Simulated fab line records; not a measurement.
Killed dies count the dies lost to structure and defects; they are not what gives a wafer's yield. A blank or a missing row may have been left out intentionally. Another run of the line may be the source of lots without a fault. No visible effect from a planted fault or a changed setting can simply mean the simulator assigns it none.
Split-lot experiment    flow n5 finfet    route with 1938 steps; 7 lots, 21 wafers read

== ABOUT THE SPLIT ==
At N5_DUMMY_GATE_ETCH_31 (etches SiO2 in C4F6/O2, target depth 82.5 nm, time 27.5 s), the setting target depth a was moved away from the recipe's 825 angstrom on 5 of the 21 wafers read, by -12.1% to +11.7%. This setting was run at the recipe's value on the other wafers.

Reading taken at the split's own step.

== THE READING ==
SOC_of_DUMMY_GATE_COAT_34.thk nm (the simulator's own value, which no gauge read), in nm, at N5_DUMMY_GATE_ETCH_31 (etches SiO2 in C4F6/O2, target depth 82.5 nm, time 27.5 s). No usual value for it is given in the file. The 16 wafers here that ran the recipe average 51.9 nm, standard deviation 0.17 nm.

wafer   tool, chamber at the split  target depth a as run, angstrom  against the recipe  SOC_of_DUMMY_GATE_COAT_34.thk nm, nm  against lot-mates on the recipe
L080.2  rie diel-06, 0              825                              recipe              52                                    -
L080.3  rie diel-06, 3              825                              recipe              51.8                                  -
L080.4  rie diel-06, 2              724.9                            -12.1%              52.8                                  +0.9
L085.3  rie diel-04, 2              825                              recipe              52                                    -
L085.5  rie diel-04, 1              825                              recipe              51.6                                  -
L085.6  rie diel-04, 2              825                              recipe              52                                    -
L088.2  rie diel-05, 3              862.3                            +4.5%               51.6                                  -0.4
L088.3  rie diel-05, 0              825                              recipe              51.8                                  -
L088.5  rie diel-05, 3              825                              recipe              52.2                                  -
L089.3  rie diel-06, 3              825                              recipe              51.8                                  -
L089.4  rie diel-06, 2              825                              recipe              51.8                                  -
L089.6  rie diel-06, 3              743.4                            -9.9%               52.8                                  +1.0
L090.1  rie diel-06, 0              921.8                            +11.7%              50.8                                  -0.8
L090.4  rie diel-06, 0              921.8                            +11.7%              50.6                                  -1.0
L090.5  rie diel-06, 3              825                              recipe              51.6                                  -
L091.2  rie diel-05, 1              825                              recipe              52                                    -
L091.5  rie diel-05, 3              825                              recipe              52                                    -
L091.6  rie diel-05, 2              825                              recipe              51.8                                  -
L095.1  rie diel-04, 3              825                              recipe              51.6                                  -
L095.2  rie diel-04, 2              825                              recipe              51.8                                  -
L095.4  rie diel-04, 0              825                              recipe              51.8                                  -

THE FIT
A straight line over all 21 wafers: SOC_of_DUMMY_GATE_COAT_34.thk nm changes by -0.0906 nm for each +1% of target depth a; r = -0.95; the points scatter about the line by 0.17 nm.
The same after taking each lot's own level away (the mean of its wafers on the recipe; 21 wafers): -0.081 nm for each +1%; r = -0.96; scatter 0.13 nm.
Per that fit: largest target depth a move, reading shift of 0.98 nm.
Across the lots, their own levels run from 51.60 to 52.00 nm, a range of 2.4 times the standard deviation given above.
So the lot-to-lot level changes the slope: the two fits differ.
Check: +1.04 nm against its lot-mates is what the line predicts for one of the wafers moved furthest among these (-12.1%) when that wafer is left out of the fit. It came out at +0.9 nm against them.

== THE OTHER SPLITS THESE WAFERS WENT THROUGH ==
These wafers also went through other splits before the reading. Each is held against what the fit with the lots' levels taken away leaves over:
other split on the same wafers         wafers away from the commonest value  r with SOC_of_DUMMY_GATE_COAT_34.thk nm (lot level and that fit taken away)
N5_WELL_APT_EXPOSE_22 dose mj          9                                     -0.26
N5_WELL_APT_DEVELOP_24 develop time s  8                                     +0.12
N5_FIN_SAQP_COAT_50 spin rpm           5                                     -0.22
N5_FIN_SAQP_ETCH_51 cf4 flow sccm      7                                     +0.09
N5_FIN_SAQP_SPACER1_ALD_24 ald cycles  5                                     +0.29
N5_STI_FIN_REVEAL_ETCHBACK_08 time s   4                                     +0.04

== THE WHOLE CHAIN: every reading that the file lists as answering this split, in the file's order ==
step                   what it does                                               reading                                                                            change (the file's fit)                 r (the file's)
N5_DUMMY_GATE_ETCH_31  etches SiO2 in C4F6/O2, target depth 82.5 nm, time 27.5 s  etch.depth nm (the simulator's own value, which no gauge read)                     +0.845 nm for each +1% of the setting   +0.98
N5_DUMMY_GATE_ETCH_31  etches SiO2 in C4F6/O2, target depth 82.5 nm, time 27.5 s  SOC_of_DUMMY_GATE_COAT_34.thk nm (the simulator's own value, which no gauge read)  -0.0823 nm for each +1% of the setting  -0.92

== FILE'S OWN FIT ==
SOC_of_DUMMY_GATE_COAT_34.thk nm changes by -0.0823 nm for each +1% of target depth a, r = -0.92.
